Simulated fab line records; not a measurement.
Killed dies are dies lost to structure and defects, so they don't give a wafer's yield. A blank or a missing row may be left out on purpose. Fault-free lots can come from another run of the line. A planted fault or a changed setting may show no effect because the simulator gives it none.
Which tool was responsible?    flow n5-finfet    24 lots, 72 wafers sampled, at 6 steps of a route of 1938

WHAT EACH GAUGE READ, for each wafer
N5_GATE_CUT_INSPECT_26: inspects for defects (darkfield).
lot   measured      on                 raw-defect-count
L074  day 4 18:56   defect-inspect-01  58 34 29
L075  day 5 03:19   defect-inspect-01  52 39 50
L076  day 5 07:48   defect-inspect-01  43 16 64
L077  day 5 10:25   defect-inspect-01  29 12 31
L078  day 5 16:23   defect-inspect-01  120 29 45
L079  day 5 23:01   defect-inspect-02  57 32 51
L080  day 6 02:20   defect-inspect-02  38 42 55
L081  day 6 14:17   defect-inspect-01  72 46 59
L082  day 6 17:10   defect-inspect-02  73 88 84
L083  day 7 01:27   defect-inspect-02  33 45 37
L084  day 7 05:46   defect-inspect-01  37 44 29
L085  day 7 17:21   defect-inspect-02  26 27 72
L086  day 7 19:22   defect-inspect-02  28 43 55
L087  day 8 02:03   defect-inspect-01  45 54 33
L088  day 8 02:49   defect-inspect-02  56 39 52
L089  day 8 10:25   defect-inspect-02  23 39 52
L090  day 8 12:55   defect-inspect-02  33 49 24
L091  day 8 21:34   defect-inspect-01  23 22 13
L092  day 9 00:45   defect-inspect-01  38 28 24
L093  day 9 08:22   defect-inspect-02  43 67 58
L094  day 9 15:28   defect-inspect-01  73 51 60
L095  day 9 21:22   defect-inspect-02  23 83 40
L096  day 10 00:17  defect-inspect-01  17 25 53
L097  day 10 07:55  defect-inspect-02  42 42 45

N5_BEOL_M0_SAQP_OVL_MEAS_15.
lot   measured      on          M0_CORE_OVL (nm)
L074  day 5 15:20   overlay-02  0.5 0.1 0.0
L075  day 5 22:10   overlay-02  1.2 2.3 1.0
L076  day 6 03:07   overlay-02  0.3 0.4 0.5
L077  day 6 06:42   overlay-02  1.0 1.1 1.3
L078  day 6 10:48   overlay-01  -1.1 -0.7 -0.3
L079  day 6 19:22   overlay-01  0.3 1.2 0.4
L080  day 6 21:19   overlay-01  -0.1 -0.1 0.0
L081  day 7 12:53   overlay-02  0.1 0.7 0.3
L082  day 7 16:30   overlay-01  1.2 -0.4 0.7
L083  day 7 22:22   overlay-01  0.7 -0.5 0.5
L084  day 8 00:38   overlay-01  0.0 -0.4 -0.3
L085  day 8 16:12   overlay-01  -0.4 -1.0 1.0
L086  day 8 13:13   overlay-02  -0.4 0.5 0.2
L087  day 8 21:28   overlay-02  -0.1 0.0 0.1
L088  day 9 00:49   overlay-02  0.1 -0.4 0.1
L089  day 9 09:11   overlay-02  -0.6 -0.1 -0.6
L090  day 9 09:52   overlay-01  -0.2 -0.6 -0.6
L091  day 9 15:02   overlay-02  -0.2 -0.1 -1.2
L092  day 9 20:10   overlay-01  -1.2 -0.7 -0.9
L093  day 10 04:37  overlay-02  -0.8 0.1 -0.5
L094  day 10 10:21  overlay-01  0.2 -0.1 0.8
L095  day 10 14:30  overlay-01  -1.1 -0.2 -1.2
L096  day 10 18:51  overlay-01  -0.4 0.3 -1.2
L097  day 11 02:34  overlay-01  0.7 0.6 0.8

TOOL THAT RAN EACH LOT (tool first, then ch and the chambers of the sampled wafers, then the start)
lot   N5_MOL_CONTACT_COAG_ANNEAL_113    N5_MOL_CONTACT_COAG_CMP_28     N5_MOL_CONTACT_COAG_ETCHBACK_134    N5_MOL_CONTACT_COAG_STRIP_72
L074  rtp-anneal-02 ch 0, day 4 22:22   cmp-04 ch 0,2,3, day 5 05:13   rie-diel-04 ch 0,1,2, day 5 09:17   rie-diel-04 ch 0,1,2, day 5 09:34
L075  rtp-anneal-01 ch 0, day 5 07:07   cmp-02 ch 0,1,2, day 5 10:46   rie-diel-04 ch 0,2,3, day 5 14:29   rie-diel-04 ch 0,2,3, day 5 14:46
L076  rtp-anneal-01 ch 0, day 5 12:38   cmp-04 ch 1,2, day 5 16:53     rie-diel-04 ch 0,1,2, day 5 20:17   rie-diel-04 ch 0,1,2, day 5 20:34
L077  rtp-anneal-01 ch 0, day 5 15:45   cmp-02 ch 0,2,3, day 5 20:46   rie-diel-04 ch 0,3, day 5 23:58     rie-diel-04 ch 0,3, day 6 00:14
L078  rtp-anneal-02 ch 0, day 5 22:08   cmp-02 ch 1,2, day 6 02:02     rie-diel-04 ch 0,3, day 6 04:59     rie-diel-04 ch 0,3, day 6 05:16
L079  rtp-anneal-02 ch 0, day 6 03:41   cmp-04 ch 0,2,3, day 6 08:36   rie-diel-02 ch 1,3, day 6 11:47     rie-diel-02 ch 1,3, day 6 12:04
L080  rtp-anneal-02 ch 0, day 6 06:46   cmp-01 ch 0,1, day 6 11:35     rie-diel-05 ch 0,1,3, day 6 15:33   rie-diel-05 ch 0,1,3, day 6 15:50
L081  rtp-anneal-02 ch 0, day 6 20:15   cmp-01 ch 0,1,2, day 7 03:29   rie-diel-05 ch 1,2,3, day 7 06:43   rie-diel-05 ch 1,2,3, day 7 06:59
L082  rtp-anneal-01 ch 0, day 6 20:46   cmp-02 ch 1,2,3, day 7 03:40   rie-diel-02 ch 1,3, day 7 06:52     rie-diel-02 ch 1,3, day 7 07:08
L083  rtp-anneal-02 ch 0, day 7 05:08   cmp-04 ch 0,1,3, day 7 10:59   rie-diel-04 ch 0,2, day 7 14:48     rie-diel-04 ch 0,2, day 7 15:05
L084  rtp-anneal-01 ch 0, day 7 10:04   cmp-01 ch 0,1,2, day 7 14:38   rie-diel-04 ch 0,2,3, day 7 18:19   rie-diel-04 ch 0,2,3, day 7 18:35
L085  rtp-anneal-01 ch 0, day 7 23:22   cmp-01 ch 0,2,3, day 8 03:28   rie-diel-05 ch 0,1, day 8 07:37     rie-diel-05 ch 0,1, day 8 07:54
L086  rtp-anneal-02 ch 0, day 7 22:47   cmp-04 ch 0,1,2, day 8 03:10   rie-diel-04 ch 0,2,3, day 8 06:46   rie-diel-04 ch 0,2,3, day 8 07:03
L087  rtp-anneal-01 ch 0, day 8 07:05   cmp-01 ch 2,3, day 8 11:41     rie-diel-04 ch 1,2, day 8 15:24     rie-diel-04 ch 1,2, day 8 15:41
L088  rtp-anneal-02 ch 0, day 8 07:41   cmp-04 ch 1,2,3, day 8 13:29   rie-diel-02 ch 0,2,3, day 8 16:43   rie-diel-02 ch 0,2,3, day 8 16:59
L089  rtp-anneal-01 ch 0, day 8 14:29   cmp-01 ch 2,3, day 8 18:45     rie-diel-04 ch 1,2,3, day 9 00:43   rie-diel-04 ch 1,2,3, day 9 01:00
L090  rtp-anneal-01 ch 0, day 8 17:10   cmp-02 ch 1,3, day 9 00:01     rie-diel-02 ch 0,1,3, day 9 03:30   rie-diel-02 ch 0,1,3, day 9 03:47
L091  rtp-anneal-02 ch 0, day 9 01:19   cmp-04 ch 0,2, day 9 05:32     rie-diel-04 ch 0,1,3, day 9 08:26   rie-diel-04 ch 0,1,3, day 9 08:43
L092  rtp-anneal-02 ch 0, day 9 04:23   cmp-01 ch 0,1,2, day 9 10:56   rie-diel-04 ch 0,1,2, day 9 14:35   rie-diel-04 ch 0,1,2, day 9 14:52
L093  rtp-anneal-01 ch 0, day 9 13:01   cmp-01 ch 0,3, day 9 18:56     rie-diel-05 ch 0,1,2, day 9 22:34   rie-diel-05 ch 0,1,2, day 9 22:50
L094  rtp-anneal-01 ch 0, day 9 18:59   cmp-02 ch 0,1,2, day 10 00:47  rie-diel-02 ch 1,2,3, day 10 03:57  rie-diel-02 ch 1,2,3, day 10 04:14
L095  rtp-anneal-02 ch 0, day 10 01:04  cmp-04 ch 1,2, day 10 05:13    rie-diel-04 ch 1,2, day 10 08:23    rie-diel-04 ch 1,2, day 10 08:40
L096  rtp-anneal-01 ch 0, day 10 04:14  cmp-04 ch 0,2,3, day 10 08:52  rie-diel-05 ch 0,1,2, day 10 12:50  rie-diel-05 ch 0,1,2, day 10 13:07
L097  rtp-anneal-02 ch 0, day 10 11:34  cmp-01 ch 0,2, day 10 16:17    rie-diel-04 ch 0,1, day 10 19:31    rie-diel-04 ch 0,1, day 10 19:47
- N5_MOL_CONTACT_COAG_ANNEAL_113: time 300 s.
- N5_MOL_CONTACT_COAG_CMP_28: polishes, stops on SiNx, t overpolish 0.85 s, target thk 14.522 nm.
- N5_MOL_CONTACT_COAG_ETCHBACK_134: etches SiO2 in CHF3, target depth 10 nm, time 6.7 s.
- N5_MOL_CONTACT_COAG_STRIP_72: strips in N2/H2.

AS READ BY THE TOOLS THEMSELVES (means over the sampled wafers that have a number; for cases with no such wafer, the mark the record gives instead)
N5_MOL_CONTACT_COAG_ANNEAL_113.
lot   tool           lamp-power-pct (%)  wafer_temp_C_max
L074  rtp-anneal-02  3.182               403.2
L075  rtp-anneal-01  3.175               401.9
L076  rtp-anneal-01  3.170               401.3
L077  rtp-anneal-01  3.169               402.0
L078  rtp-anneal-02  3.182               402.6
L079  rtp-anneal-02  3.180               403.0
L080  rtp-anneal-02  3.178               402.5
L081  rtp-anneal-02  3.177               402.2
L082  rtp-anneal-01  3.167               401.9
L083  rtp-anneal-02  3.178               402.8
L084  rtp-anneal-01  3.170               401.7
L085  rtp-anneal-01  3.170               401.5
L086  rtp-anneal-02  3.177               402.3
L087  rtp-anneal-01  3.170               401.8
L088  rtp-anneal-02  3.181               403.3
L089  rtp-anneal-01  3.172               401.6
L090  rtp-anneal-01  3.168               401.8
L091  rtp-anneal-02  3.181               403.3
L092  rtp-anneal-02  3.174               402.9
L093  rtp-anneal-01  3.167               402.0
L094  rtp-anneal-01  3.168               402.0
L095  rtp-anneal-02  3.180               402.4
L096  rtp-anneal-01  3.166               401.8
L097  rtp-anneal-02  3.177               403.2

N5_MOL_CONTACT_COAG_CMP_28.
lot   tool    motor-current-A (A)  time-to-endpoint-s (s)
L074  cmp-04  12.9                 5.5
L075  cmp-02  12.0                 4.0
L076  cmp-04  12.9                 8.0
L077  cmp-02  12.0                 2.8
L078  cmp-02  12.7                 7.1
L079  cmp-04  12.5                 4.6
L080  cmp-01  13.1                 5.8
L081  cmp-01  12.6                 5.5
L082  cmp-02  12.3                 3.9
L083  cmp-04  12.2                 6.3
L084  cmp-01  12.6                 8.1
L085  cmp-01  11.5                 4.7
L086  cmp-04  12.8                 4.4
L087  cmp-01  10.7                 7.6
L088  cmp-04  12.7                 2.7
L089  cmp-01  11.5                 6.8
L090  cmp-02  12.0                 4.8
L091  cmp-04  13.0                 3.3
L092  cmp-01  12.6                 6.7
L093  cmp-01  11.7                 5.6
L094  cmp-02  11.6                 3.1
L095  cmp-04  13.1                 2.2
L096  cmp-04  12.7                 3.5
L097  cmp-01  12.0                 4.1

N5_MOL_CONTACT_COAG_ETCHBACK_134.
lot   tool         CHF3_flow_sccm (sccm)  drypump-motor-current-A (A)  oes-product-au (a.u.)  rf-vpp-V (V)  showerhead-plenum-p-Torr (Torr)  throttle-valve-pct (%)
L074  rie-diel-04  50.04                  6.2                          0.86                   523           2.38                             18.59
L075  rie-diel-04  50.06                  6.2                          0.86                   525           2.41                             18.59
L076  rie-diel-04  50.07                  6.2                          0.85                   522           2.38                             18.59
L077  rie-diel-04  50.08                  6.3                          0.88                   525           2.47                             18.46
L078  rie-diel-04  49.95                  6.1                          0.81                   526           2.42                             18.51
L079  rie-diel-02  49.92                  5.6                          0.81                   528           2.50                             18.61
L080  rie-diel-05  50.10                  5.7                          0.75                   526           2.38                             18.74
L081  rie-diel-05  50.10                  5.8                          0.81                   526           2.40                             18.78
L082  rie-diel-02  50.08                  5.6                          0.79                   529           2.50                             18.62
L083  rie-diel-04  49.83                  6.3                          0.90                   524           2.45                             18.56
L084  rie-diel-04  49.96                  6.1                          0.84                   524           2.40                             18.61
L085  rie-diel-05  49.88                  5.5                          0.76                   528           2.37                             18.63
L086  rie-diel-04  50.10                  6.1                          0.84                   525           2.40                             18.62
L087  rie-diel-04  49.85                  6.1                          0.82                   522           2.30                             18.77
L088  rie-diel-02  49.98                  5.9                          0.75                   526           2.43                             18.60
L089  rie-diel-04  50.07                  6.1                          0.77                   523           2.31                             18.69
L090  rie-diel-02  49.95                  5.5                          0.79                   526           2.49                             18.55
L091  rie-diel-04  50.01                  6.2                          0.77                   523           2.38                             18.56
L092  rie-diel-04  50.07                  6.2                          0.81                   521           2.37                             18.65
L093  rie-diel-05  49.95                  5.6                          0.80                   528           2.40                             18.68
L094  rie-diel-02  50.08                  5.9                          0.83                   529           2.43                             18.57
L095  rie-diel-04  49.93                  6.1                          0.79                   522           2.29                             18.79
L096  rie-diel-05  50.06                  5.6                          0.80                   529           2.40                             18.69
L097  rie-diel-04  50.11                  6.3                          0.81                   521           2.42                             18.53

N5_MOL_CONTACT_COAG_STRIP_72.
lot   tool         drypump-motor-current-A (A)  oes-product-au (a.u.)  rf-vpp-V (V)  showerhead-plenum-p-Torr (Torr)  throttle-valve-pct (%)
L074  rie-diel-04  6.2                          0.87                   59.8          2.53                             23.52
L075  rie-diel-04  6.2                          0.86                   60.4          2.57                             23.58
L076  rie-diel-04  6.2                          0.86                   58.6          2.53                             23.52
L077  rie-diel-04  6.3                          0.86                   60.4          2.64                             23.47
L078  rie-diel-04  6.1                          0.81                   59.5          2.58                             23.51
L079  rie-diel-02  5.6                          0.80                   60.1          2.67                             23.51
L080  rie-diel-05  5.8                          0.74                   61.4          2.54                             23.71
L081  rie-diel-05  5.8                          0.82                   59.3          2.56                             23.75
L082  rie-diel-02  5.6                          0.79                   58.3          2.67                             23.51
L083  rie-diel-04  6.3                          0.88                   59.6          2.62                             23.56
L084  rie-diel-04  6.1                          0.83                   62.3          2.56                             23.61
L085  rie-diel-05  5.5                          0.75                   59.8          2.54                             23.55
L086  rie-diel-04  6.2                          0.85                   58.3          2.56                             23.61
L087  rie-diel-04  6.1                          0.81                   59.2          2.45                             23.69
L088  rie-diel-02  5.9                          0.75                   62.1          2.61                             23.68
L089  rie-diel-04  6.1                          0.78                   59.1          2.46                             23.61
L090  rie-diel-02  5.6                          0.79                   61.2          2.66                             23.52
L091  rie-diel-04  6.2                          0.77                   59.0          2.53                             23.47
L092  rie-diel-04  6.2                          0.82                   58.6          2.52                             23.59
L093  rie-diel-05  5.6                          0.79                   58.5          2.56                             23.57
L094  rie-diel-02  5.9                          0.83                   58.9          2.60                             23.57
L095  rie-diel-04  6.1                          0.80                   57.5          2.45                             23.70
L096  rie-diel-05  5.6                          0.78                   59.6          2.55                             23.58
L097  rie-diel-04  6.3                          0.81                   59.8          2.58                             23.46

THE ANSWER, worked out from the rows above alone
Rule: the usual values come from the lots themselves. Put in order of their means at a reading, lots are off if they are a third of the lots or fewer, leave a main group of 4 or more, and stand apart from it by a gap of 3 or more times the standard deviation of the main group's means; of several such gaps the widest counts. Not used: any main group whose means are identical at the precision the tables above print for the reading. A lot without any number at a reading at which 4 lots or more have one is off too. All remaining lots with rows at the step are treated as sound. After the gauges, taken in route order, come the tools' own readings; for these a lot's mean is taken, as printed above. At the first step where some lot is off, the reading lying furthest off is the one used; lots without a number count as furthest.
Across all readings shown, no lot is off: no conclusion can be drawn from this.

WHAT THE SIMULATOR HAD PUT IN
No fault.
